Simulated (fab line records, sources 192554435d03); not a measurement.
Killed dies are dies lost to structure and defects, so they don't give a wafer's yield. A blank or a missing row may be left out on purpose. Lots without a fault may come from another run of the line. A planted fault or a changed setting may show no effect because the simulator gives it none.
Chamber matching | flow n5_finfet | N5_BEOL_M11_VIA_ETCH_34 on rie_diel-06: 4 sister chambers
The step etches SiCOH lowk in C4F6/O2, target depth 184.5 nm, time 69.2 s. 8 wafers are shown with their chamber, then 12 later ones without.

WAFERS WITH THEIR CHAMBER
wafer  | chamber | throttle_valve_pct (%) | rf_vpp_V (V)
L081.2 | 1       | 21.04                  | 652
L081.3 | 0       | 20.79                  | 682
L085.3 | 0       | 20.80                  | 682
L085.5 | 2       | 20.49                  | 663
L085.6 | 3       | 20.81                  | 663
L086.1 | 1       | 21.06                  | 651
L086.4 | 2       | 20.49                  | 663
L086.5 | 3       | 20.83                  | 662

WAFERS WITHOUT THEIR CHAMBER
wafer  | throttle_valve_pct (%) | rf_vpp_V (V)
L088.1 | 21.06                  | 652
L088.2 | 20.82                  | 682
L088.4 | 20.84                  | 661
L091.1 | 20.85                  | 665
L091.2 | 20.82                  | 681
L091.4 | 20.84                  | 682
L092.3 | 20.84                  | 683
L092.5 | 20.52                  | 663
L092.6 | 20.84                  | 682
L097.1 | 20.69                  | 653
L097.4 | 20.54                  | 663
L097.6 | 20.53                  | 662

WHICH CHAMBER EACH WENT THROUGH
wafer  | from the rows above | in truth
L088.1 | 1                   | 1
L088.2 | 0                   | 0
L088.4 | 3                   | 3
L091.1 | 3                   | 3
L091.2 | 0                   | 0
L091.4 | 0                   | 0
L092.3 | 0                   | 0
L092.5 | 2                   | 2
L092.6 | 0                   | 0
L097.1 | 3                   | 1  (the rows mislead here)
L097.4 | 2                   | 2
L097.6 | 2                   | 2
Placed correctly: 11 of 12. Can't be placed from these rows: 0. Placed wrongly: 1.
How it was worked out, from the rows above alone: a wafer's distance from a chamber is the root of the sum, over the readings, of the square of ((its reading less the chamber's mean) divided by the reading's scatter). The wafer belongs to the nearest chamber; if the next one is less than 2 further off, it can't be placed. A chamber's mean is the mean of its shown wafers. The scatter: the root of (the sum of the squares of (reading less its chamber's mean) over the shown wafers, divided by (wafers less chambers)).
